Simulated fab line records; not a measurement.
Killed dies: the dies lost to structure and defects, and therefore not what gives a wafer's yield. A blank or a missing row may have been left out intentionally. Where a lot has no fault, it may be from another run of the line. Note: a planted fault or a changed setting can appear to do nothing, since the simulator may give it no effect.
fab line records	flow n5-finfet	part 1 of 2: steps 1 to 4 of 6
record: lots: 22	wafers: 66	last-day: 17
route steps=1938 shown SD_EPI_P@306 ILD0@340 SDB@364
lots that met no fault: taken from a fault-free run of the same line
start-h: start of the lot's first displayed wafer, in hours after the record's first day	wait-h: hours elapsed since this lot's preceding step	" same as the row above	L1.1+2: a single row standing in for several wafers	- value missing, or start not given	* or withheld: withheld	< > ~ a bound
route shown NAME@n: a module of which the file shows steps, and the number in the route of the first	usual: mean/standard deviation taken from wafers without a fault	same: alike in all rows	chamber/n: place in a boat	sites: the reading at each site	_std_site: their standard deviation	_edge_site: outer sites' mean less inner sites'	radius-mm: for every site, how far away it sits from the centre of the wafer	mask NAME#n: copy n	behind: the tool/chamber that last shaped the wafer	hold: reason for holding the lot/hours on hold/outcome of the hold	device: whichever transistor did not switch (one of n, p or np)	end of line: tests of these same wafers at the route's end	step lacking rows: just its recipe	killed: the dies lost at the first sort to structure and to defects; this is not the yield of the wafer	map: dies across one wafer; x = killed, . = not, _ = none there
set.NAME: the run value of the setting; set.NAME@STEP: its run value at that earlier step	model.NAME: the simulator's own value behind a step, which no gauge read
a sample of lots followed through the steps of the route, with each step as a table and each wafer as a row
services: from which hour (start-h, from the record's first day; less than 0 if before it) a tool's chamber was out of use, for how many hours, and why
== steps ==
step: N5_SD_EPI_P_DESCUM_14
recipe: chemistry: O2	time-s: 7.9	source-power-w: 50	bias-power-w: 20	pressure-mtorr: 20	rf-frequency-hz: 2.712e+07	temp-c: 40	resist: CAR-ArF-block	o2-flow-sccm: 225
usual: chamber-pressure-mTorr: 19.998/0.016	drypump-motor-current-A: 5.8/0.53	oes-product-au: 0.78/0.065	rf-vpp-V: 243.6/1.3	showerhead-plenum-p-Torr: 2.11/0.064	throttle-valve-pct: 20.44/0.21
lot.wafer	tool	chamber	start-h	wait-h	chamber-pressure-mTorr	drypump-motor-current-A	oes-product-au	rf-hours-counter-h	rf-vpp-V	showerhead-plenum-p-Torr	throttle-valve-pct
L074.1	rie-diel-04	2	53.54	0.0	20.004	6.4	0.78	99	241.7	2.01	20.64
L074.2	"	0	"	"	19.995	6.5	0.73	193	244.4	2.15	20.47
L074.6	"	0	"	"	19.986	6.5	0.73	-	244.6	2.15	20.45
L075.2	rie-diel-04	2	63.53	0.0	20.004	6.5	0.77	102	242.2	2.01	20.64
L075.3	"	3	"	"	20.004	5.4	0.70	208	243.9	2.14	20.26
L075.6	"	1	"	"	20.025	5.5	0.81	-	244.1	2.13	20.42
L076.1	rie-diel-05	0	66.52	0.0	19.995	5.7	0.83	66	245.2	2.21	20.10
L076.3	"	2	"	"	19.988	5.1	0.77	138	243.2	2.09	20.20
L076.4	"	1	"	"	19.998	5.8	0.76	119	243.2	2.02	20.68
L077.2	rie-diel-04	1	72.67	0.0	20.001	5.6	0.81	82	244.0	2.13	20.43
L077.3	"	2	"	"	20.017	6.4	0.76	104	240.9	2.01	20.65
L077.6	"	1	"	"	19.967	5.5	0.81	-	245.0	2.13	20.42
L078.1	rie-diel-05	2	78.44	0.1	19.996	5.2	0.77	142	243.9	2.09	20.21
L078.2	"	1	"	"	20.010	5.8	0.76	123	242.1	2.01	20.66
L078.5	"	3	"	"	19.998	6.3	0.82	-	243.8	2.12	20.72
L079.1	rie-diel-01	0	86.62	0.0	20.005	6.8	0.93	25	245.3	2.23	20.35
L079.5	"	1	"	"	20.026	5.5	0.91	-	244.3	2.14	19.97
L079.6	"	0	"	"	19.992	6.7	0.93	-	247.1	2.23	20.34
L080.1	rie-diel-05	1	90.23	0.0	20.031	5.8	0.76	126	241.7	2.01	20.67
L080.2	"	0	"	"	20.009	5.7	0.82	74	244.7	2.21	20.11
L080.6	"	1	"	"	19.996	5.8	0.77	-	241.8	2.01	20.67
L081.3	rie-diel-05	2	96.19	0.0	19.991	5.1	0.77	147	244.6	2.09	20.20
L081.4	"	2	"	"	19.993	5.2	0.76	-	242.7	2.09	20.18
L081.5	"	0	"	"	20.012	5.7	0.83	-	243.6	2.21	20.11
L082.1	rie-diel-05	0	102.59	0.0	19.991	5.7	0.82	77	244.0	2.21	20.12
L082.3	"	3	"	"	20.023	6.3	0.83	73	243.5	2.12	20.73
L082.4	"	2	"	"	19.994	5.2	0.76	-	244.7	2.09	20.20
L083.4	rie-diel-05	2	107.58	0.1	19.994	5.2	0.76	151	242.6	2.09	20.20
L083.5	"	2	"	"	19.985	5.2	0.75	-	243.5	2.09	20.20
L083.6	"	1	"	"	20.012	5.8	0.76	-	243.2	2.01	20.67
L085.1	rie-diel-04	1	122.15	0.0	20.008	5.6	0.80	96	243.8	2.13	20.45
L085.3	"	3	"	"	19.993	5.4	0.68	225	245.5	2.14	20.27
L085.6	"	0	"	"	19.994	6.5	0.71	-	245.1	2.15	20.50
L086.2	rie-diel-04	1	128.97	0.0	20.023	5.6	0.80	98	243.2	2.12	20.46
L086.4	"	3	"	"	19.997	5.4	0.68	227	243.6	2.14	20.27
L086.6	"	3	"	"	19.994	5.4	0.68	-	244.8	2.14	20.28
L087.1	rie-diel-04	2	132.04	0.0	19.996	6.5	0.77	121	240.9	2.00	20.66
L087.3	"	3	"	"	19.998	5.4	0.69	228	243.7	2.14	20.27
L087.6	"	2	"	"	20.030	6.4	0.76	-	241.5	2.00	20.67
L088.1	rie-diel-05	3	139.95	0.0	20.003	6.3	0.81	86	242.6	2.11	20.75
L088.5	"	1	"	"	19.986	5.7	0.74	-	242.1	2.01	20.68
L088.6	"	2	"	"	19.995	5.2	0.75	-	240.7	2.08	20.24
L089.3	rie-diel-04	0	143.27	0.4	19.984	6.5	0.71	219	245.3	2.14	20.48
L089.4	"	2	"	"	19.990	6.5	0.75	125	241.0	2.00	20.67
L089.5	"	2	"	"	20.004	6.5	0.75	-	241.2	2.00	20.69
L090.2	rie-diel-04	2	151.65	0.0	19.992	6.4	0.75	128	242.1	2.00	20.68
L090.5	"	0	"	"	20.004	6.5	0.71	-	242.0	2.14	20.50
L090.6	"	3	"	"	20.000	5.4	0.68	-	244.8	2.13	20.28
L092.2	rie-diel-04	2	161.16	0.0	19.992	6.5	0.75	130	242.5	2.00	20.69
L092.3	"	1	"	"	20.008	5.5	0.78	108	243.6	2.12	20.49
L092.4	"	0	"	"	19.995	6.5	0.71	224	246.0	2.14	20.50
L093.3	rie-diel-04	1	165.35	0.0	19.977	5.5	0.78	110	243.1	2.12	20.47
L093.4	"	3	"	"	19.994	5.3	0.68	239	244.3	2.13	20.28
L093.5	"	0	"	"	19.989	6.5	0.70	-	245.1	2.14	20.49
L094.2	rie-diel-04	2	172.88	0.0	19.986	6.5	0.75	134	242.0	2.00	20.70
L094.3	"	3	"	"	19.978	5.4	0.67	241	244.0	2.13	20.29
L094.5	"	2	"	"	19.998	6.5	0.75	-	241.5	2.00	20.68
L095.4	rie-diel-05	2	181.06	0.0	20.024	5.2	0.76	171	243.9	2.08	20.22
L095.5	"	2	"	"	19.999	5.2	0.75	-	243.4	2.08	20.25
L095.6	"	1	"	"	20.030	5.7	0.73	-	242.0	2.00	20.71
L096.2	rie-diel-01	0	186.58	0.0	19.992	6.7	0.85	58	246.2	2.22	20.39
L096.3	"	2	"	"	20.012	5.4	0.93	16	242.1	2.05	20.39
L096.6	"	0	"	"	19.993	6.7	0.86	-	244.7	2.22	20.40
L097.1	rie-diel-01	3	193.49	0.0	19.983	5.2	0.85	52	243.3	2.13	20.61
L097.3	"	2	"	"	19.991	5.3	0.94	16	243.6	2.05	20.38
L097.4	"	1	"	"	20.015	5.5	0.87	74	242.9	2.13	20.04
step: N5_ILD0_CMP_07
recipe: stop-on: poly-Si	material: SiO2_flowable	t-overpolish-s: 1.18	post-cmp-clean: alkaline-brush	down-force-psi: 4.1491	platen-rpm: 51.796	pad-velocity-m-s: 1.0306	target-thk-nm: 138.88
usual: motor-current-A: 13.5/1.7	retaining-ring-pressure-frac: 1.000/0.005
lot.wafer	tool	chamber	start-h	wait-h	motor-current-A	retaining-ring-pressure-frac
L074.1	cmp-01	1	60.92	0.1	15.0	0.992
L074.2	"	2	"	"	13.3	1.003
L074.6	"	3	"	"	14.0	1.004
L075.2	cmp-03	3	70.86	0.0	12.2	1.004
L075.3	"	2	"	"	11.0	0.997
L075.6	"	3	"	"	11.4	1.000
L076.1	cmp-03	3	74.61	0.2	11.5	1.003
L076.4	"	0	"	"	12.1	0.997
L076.3	"	1	"	"	16.6	0.998
L077.3	cmp-03	0	80.12	0.1	12.9	1.003
L077.2	"	1	"	"	16.1	0.999
L077.6	"	3	"	"	11.6	1.000
L078.2	cmp-03	1	85.73	0.1	16.0	0.998
L078.1	"	2	"	"	10.8	0.997
L078.5	"	0	"	"	12.2	1.003
L079.1	cmp-01	2	94.11	0.1	13.4	1.001
L079.5	"	1	"	"	14.1	0.994
L079.6	"	2	"	"	13.0	0.993
L080.2	cmp-04	2	98.71	0.1	13.5	0.989
L080.1	"	3	"	"	14.9	1.002
L080.6	"	1	"	"	12.7	0.998
L081.4	cmp-03	0	103.67	0.1	12.7	0.999
L081.3	"	2	"	"	10.8	0.997
L081.5	"	3	"	"	11.7	1.000
L082.1	cmp-04	2	109.85	0.0	13.3	1.001
L082.3	"	3	"	"	15.7	0.991
L082.4	"	1	"	"	13.1	0.998
L083.4	cmp-03	1	114.78	0.0	16.0	1.004
L083.5	"	1	"	"	16.7	0.993
L083.6	"	2	"	"	11.4	1.000
L085.1	cmp-03	1	129.36	0.0	16.4	0.995
L085.3	"	0	"	"	12.7	0.997
L085.6	"	2	"	"	11.3	0.999
L086.4	cmp-04	1	136.25	0.1	12.3	0.997
L086.2	"	2	"	"	13.4	1.004
L086.6	"	3	"	"	14.6	0.997
L087.3	cmp-04	0	140.97	0.0	14.3	0.995
L087.1	"	1	"	"	12.8	0.997
L087.6	"	0	"	"	14.0	1.001
L088.1	cmp-01	3	147.28	0.1	13.2	1.000
L088.6	"	0	"	"	15.5	0.998
L088.5	"	1	"	"	15.2	1.009
L089.4	cmp-04	3	150.46	0.0	15.1	0.998
L089.3	"	2	"	"	13.3	0.989
L089.5	"	3	"	"	15.8	0.996
L090.2	cmp-04	3	159.55	0.1	15.1	0.999
L090.6	"	0	"	"	14.6	0.997
L090.5	"	1	"	"	12.1	0.997
L092.3	cmp-03	1	168.38	0.0	15.6	1.009
L092.4	"	2	"	"	11.2	0.997
L092.2	"	3	"	"	11.4	1.005
L093.4	cmp-01	1	173.41	0.0	15.2	0.990
L093.3	"	3	"	"	13.7	0.995
L093.5	"	1	"	"	15.2	0.995
L094.3	cmp-03	3	180.95	0.0	11.6	0.999
L094.2	"	1	"	"	16.0	1.011
L094.5	"	0	"	"	12.4	1.002
L095.4	cmp-03	1	189.59	0.2	16.5	1.006
L095.6	"	2	"	"	11.0	0.995
L095.5	"	3	"	"	11.9	0.991
L096.2	cmp-03	0	194.16	0.0	12.9	1.005
L096.3	"	1	"	"	15.7	1.006
L096.6	"	0	"	"	12.3	0.999
L097.4	cmp-04	1	201.93	0.0	12.9	0.996
L097.1	"	2	"	"	13.0	0.997
L097.3	"	0	"	"	13.9	1.000
step: N5_ILD0_ALD_15
recipe: material: SiNx	target-thk-a: 240	temp-c: 400	ald-precursor-family: SiH2I2	ald-co-reactant: N2/H2-plasma	pulse-time-s: 1	ald-cycles: 480	purge-time-s: 2	co-reactant-purge-time-s: 2	pressure-torr: 2
usual: heater-power-w: 815/65	precursor-pulse-height-rel: 0.998/0.021
same: pulse-time-s: 1
lot.wafer	tool	chamber	start-h	wait-h	heater-power-w	precursor-pulse-height-rel
L074.1	ald-sin-04	1	62.08	0.8	825	0.976
L074.2	"	2	"	"	886	0.987
L074.6	"	2	63.16	1.1	829	0.960
L075.2	ald-sin-01	3	71.93	0.5	833	0.985
L075.3	"	1	"	"	759	1.017
L075.6	"	3	73.02	1.2	855	0.967
L076.1	ald-sin-02	0	75.59	0.6	883	1.012
L076.3	"	3	"	"	800	1.007
L076.4	"	2	"	"	967	1.026
L077.2	ald-sin-01	1	81.09	0.5	747	1.017
L077.3	"	0	"	"	832	0.995
L077.6	"	1	82.18	1.1	744	1.007
L078.1	ald-sin-04	0	86.79	0.7	802	1.029
L078.2	"	1	"	"	819	1.015
L078.5	"	2	87.88	1.3	865	0.997
L079.1	ald-sin-01	2	95.16	0.6	757	1.028
L079.5	"	2	96.25	1.3	766	0.998
L079.6	"	3	"	"	854	1.012
L080.1	ald-sin-01	2	99.64	0.6	764	0.999
L080.2	"	0	"	"	834	1.021
L080.6	"	3	100.73	1.1	857	1.033
L081.3	ald-sin-04	3	104.65	0.4	706	1.001
L081.4	"	2	"	"	870	0.996
L081.5	"	1	105.73	1.2	820	1.004
L082.1	ald-sin-04	0	110.86	0.6	825	0.986
L082.3	"	2	"	"	858	1.031
L082.4	"	1	"	"	805	1.008
L083.4	ald-sin-04	0	115.79	0.2	819	1.004
L083.5	"	0	116.87	1.2	812	0.990
L083.6	"	3	"	"	729	1.011
L085.1	ald-sin-02	1	130.38	0.6	800	0.988
L085.3	"	2	"	"	972	0.989
L085.6	"	2	131.46	1.1	973	1.002
L086.2	ald-sin-02	0	137.18	0.5	888	0.958
L086.4	"	1	"	"	803	1.012
L086.6	"	3	138.27	1.1	808	1.011
L087.1	ald-sin-04	0	141.99	0.6	822	0.956
L087.3	"	3	"	"	702	0.985
L087.6	"	3	143.07	1.1	715	1.006
L088.1	ald-sin-02	2	148.79	0.9	973	1.015
L088.5	"	3	149.87	1.6	806	1.008
L088.6	"	0	"	"	897	1.027
L089.3	ald-sin-04	0	151.48	0.4	833	1.033
L089.4	"	1	"	"	808	0.981
L089.5	"	1	152.56	1.2	811	1.021
L090.2	ald-sin-04	2	160.65	0.7	867	1.018
L090.5	"	2	161.74	1.4	863	1.029
L090.6	"	3	"	"	716	1.007
L092.2	ald-sin-04	3	169.39	0.5	706	0.980
L092.3	"	1	"	"	822	1.019
L092.4	"	3	170.48	1.3	723	0.968
L093.3	ald-sin-04	1	174.42	0.4	813	1.008
L093.4	"	0	175.51	1.3	822	0.988
L093.5	"	3	"	"	723	1.001
L094.2	ald-sin-01	3	181.97	0.5	845	1.013
L094.3	"	0	"	"	854	0.988
L094.5	"	1	183.06	1.2	748	0.997
L095.4	ald-sin-04	1	190.49	0.2	821	1.006
L095.5	"	1	191.57	1.2	807	0.977
L095.6	"	2	"	"	868	1.014
L096.2	ald-sin-04	0	195.20	0.5	798	0.953
L096.3	"	1	"	"	812	1.014
L096.6	"	3	196.28	1.1	706	0.994
L097.1	ald-sin-02	1	202.94	0.6	824	0.993
L097.3	"	3	"	"	802	0.996
L097.4	"	0	204.03	1.3	891	0.995
step: N5_SDB_HM_OPEN_20
recipe: chemistry: CH3F/O2	target: SiNx	mask-material: SOC	target-depth-a: 240	stop-on: poly-Si	over-etch-frac: 0.4	ion-energy-ev: 120	pressure-mtorr: 30	source-w: 395	bias-w: 73	Ar_flow_sccm: 150	CH3F_flow_sccm: 30	O2_flow_sccm: 20
usual: O2_flow_sccm: 20.00/0.061	chamber-pressure-mTorr: 29.999/0.025	drypump-motor-current-A: 5.7/0.47	oes-product-au: 0.68/0.071	rf-vpp-V: 298/6.5	showerhead-plenum-p-Torr: 2.03/0.061	throttle-valve-pct: 16.24/0.27
lot.wafer	tool	chamber	start-h	wait-h	O2_flow_sccm	chamber-pressure-mTorr	drypump-motor-current-A	oes-product-au	rf-hours-counter-h	rf-vpp-V	showerhead-plenum-p-Torr	throttle-valve-pct
L074.1	rie-diel-02	3	65.40	0.0	19.95	30.022	4.9	0.71	42	294	2.05	15.94
L074.2	"	1	"	"	20.08	30.020	5.7	0.58	213	303	2.06	16.29
L074.6	"	0	"	"	19.99	30.019	6.4	0.58	-	296	1.98	16.89
L075.2	rie-diel-02	2	75.55	0.0	19.98	30.004	5.6	0.57	207	300	1.98	16.41
L075.3	"	0	"	"	20.07	29.994	6.4	0.57	249	294	1.98	16.90
L075.6	"	1	"	"	20.02	29.970	5.7	0.58	-	302	2.06	16.32
L076.1	rie-diel-03	3	78.91	0.0	19.97	30.008	5.6	0.75	13	312	2.05	16.02
L076.3	"	1	"	"	19.95	29.966	5.6	0.56	242	284	1.88	16.55
L076.4	"	3	"	"	19.88	29.995	5.6	0.75	-	313	2.05	16.02
L077.2	rie-diel-06	0	85.16	0.0	19.99	30.022	6.1	0.74	17	307	2.12	15.80
L077.3	"	3	"	"	19.95	29.990	5.8	0.68	60	301	2.12	16.09
L077.6	"	1	"	"	19.95	29.970	6.1	0.68	-	296	1.94	16.25
L078.1	rie-diel-03	0	89.99	0.0	20.03	30.024	6.1	0.70	62	294	2.04	16.60
L078.2	"	1	"	"	19.93	30.010	5.7	0.56	247	285	1.87	16.54
L078.5	"	3	"	"	19.99	29.995	5.6	0.73	-	313	2.04	16.03
L079.1	rie-diel-03	2	98.57	0.0	19.99	29.982	5.5	0.78	8	289	2.12	16.34
L079.5	"	2	"	"	19.95	29.953	5.5	0.77	-	291	2.12	16.34
L079.6	"	3	"	"	19.97	30.010	5.6	0.72	-	312	2.04	16.05
L080.1	rie-diel-03	3	102.84	0.0	19.96	29.981	5.6	0.72	25	313	2.04	16.05
L080.2	"	2	"	"	19.94	30.023	5.5	0.77	9	292	2.12	16.35
L080.6	"	3	"	"	20.02	29.973	5.6	0.74	-	315	2.04	16.05
L081.3	rie-diel-02	1	108.24	0.0	20.01	30.024	5.7	0.57	233	303	2.05	16.35
L081.4	"	3	"	"	20.03	30.010	4.9	0.70	60	295	2.04	15.97
L081.5	"	3	"	"	20.09	29.990	4.9	0.70	-	293	2.04	16.00
L082.1	rie-diel-06	2	114.19	0.0	20.02	29.970	5.1	0.74	9	299	2.05	15.84
L082.3	"	0	"	"	20.08	30.009	6.1	0.73	29	306	2.12	15.81
L082.4	"	1	"	"	20.17	29.972	6.1	0.67	-	297	1.94	16.26
L083.4	rie-diel-06	1	119.02	0.0	19.98	30.039	6.1	0.67	-	295	1.94	16.25
L083.5	"	2	"	"	19.99	29.986	5.1	0.75	-	298	2.05	15.85
L083.6	"	0	"	"	20.04	30.021	6.1	0.72	-	304	2.12	15.81
L085.1	rie-diel-06	1	133.58	0.0	19.94	29.991	6.1	0.66	89	298	1.94	16.28
L085.3	"	0	"	"	19.97	29.987	6.2	0.71	37	305	2.12	15.83
L085.6	"	1	"	"	19.98	29.969	6.1	0.67	-	295	1.94	16.27
L086.2	rie-diel-03	0	140.46	0.0	20.04	29.980	6.1	0.68	85	293	2.03	16.64
L086.4	"	2	"	"	20.03	30.037	5.5	0.76	24	292	2.12	16.37
L086.6	"	3	"	"	20.03	30.007	5.6	0.71	-	311	2.04	16.08
L087.1	rie-diel-03	0	145.41	0.0	19.99	30.019	6.2	0.68	86	292	2.03	16.63
L087.3	"	3	"	"	19.96	30.019	5.7	0.69	42	314	2.04	16.06
L087.6	"	3	"	"	19.93	29.999	5.6	0.71	-	312	2.04	16.07
L088.1	rie-diel-02	1	152.48	0.0	19.93	29.983	5.7	0.56	247	303	2.05	16.37
L088.5	"	0	"	"	20.16	30.001	6.5	0.79	-	293	1.97	16.48
L088.6	"	1	"	"	20.03	30.021	5.7	0.57	-	304	2.05	16.38
L089.3	rie-diel-03	3	154.83	0.0	20.02	29.960	5.7	0.70	46	311	2.03	16.09
L089.4	"	0	"	"	19.95	30.031	6.1	0.70	89	293	2.03	16.64
L089.5	"	1	"	"	20.12	29.962	5.6	0.77	-	289	2.12	16.06
L090.2	rie-diel-02	3	164.08	0.0	19.99	29.969	4.9	0.66	79	294	2.03	16.01
L090.5	"	1	"	"	20.03	30.019	5.7	0.57	-	304	2.05	16.39
L090.6	"	2	"	"	20.01	29.993	5.6	0.56	-	300	1.97	16.47
L092.2	rie-diel-02	2	173.82	0.0	20.03	29.956	5.6	0.55	245	297	1.97	16.46
L092.3	"	3	"	"	19.88	29.990	4.9	0.66	82	294	2.03	16.00
L092.4	"	1	"	"	20.00	30.000	5.7	0.56	255	303	2.05	16.38
L093.3	rie-diel-02	0	177.84	0.0	20.02	30.013	6.5	0.76	23	295	1.97	16.49
L093.4	"	3	"	"	19.99	29.970	4.9	0.67	-	294	2.03	16.02
L093.5	"	1	"	"	20.03	29.981	5.7	0.57	-	301	2.05	16.39
L094.2	rie-diel-06	3	185.30	0.0	19.95	29.947	5.8	0.68	74	298	2.11	16.12
L094.3	"	1	"	"	19.93	29.984	6.1	0.64	107	297	1.93	16.30
L094.5	"	1	"	"	20.07	30.075	6.1	0.64	-	296	1.93	16.31
L095.4	rie-diel-06	2	193.81	0.0	20.05	29.981	5.1	0.70	39	298	2.04	15.89
L095.5	"	3	"	"	19.94	30.022	5.8	0.67	-	299	2.11	16.12
L095.6	"	0	"	"	20.06	30.004	6.1	0.69	-	306	2.11	15.86
L096.2	rie-diel-06	3	198.39	0.0	20.08	30.072	5.8	0.66	79	298	2.11	16.13
L096.3	"	2	"	"	20.09	29.968	5.1	0.68	40	296	2.04	15.91
L096.6	"	3	"	"	20.04	29.998	5.8	0.67	-	298	2.11	16.14
L097.1	rie-diel-02	3	206.30	0.0	20.04	30.047	4.9	0.65	97	293	2.03	16.06
L097.3	"	2	"	"	20.00	30.002	5.6	0.55	255	298	1.96	16.50
L097.4	"	0	"	"	20.12	29.987	6.4	0.73	-	295	1.97	16.52
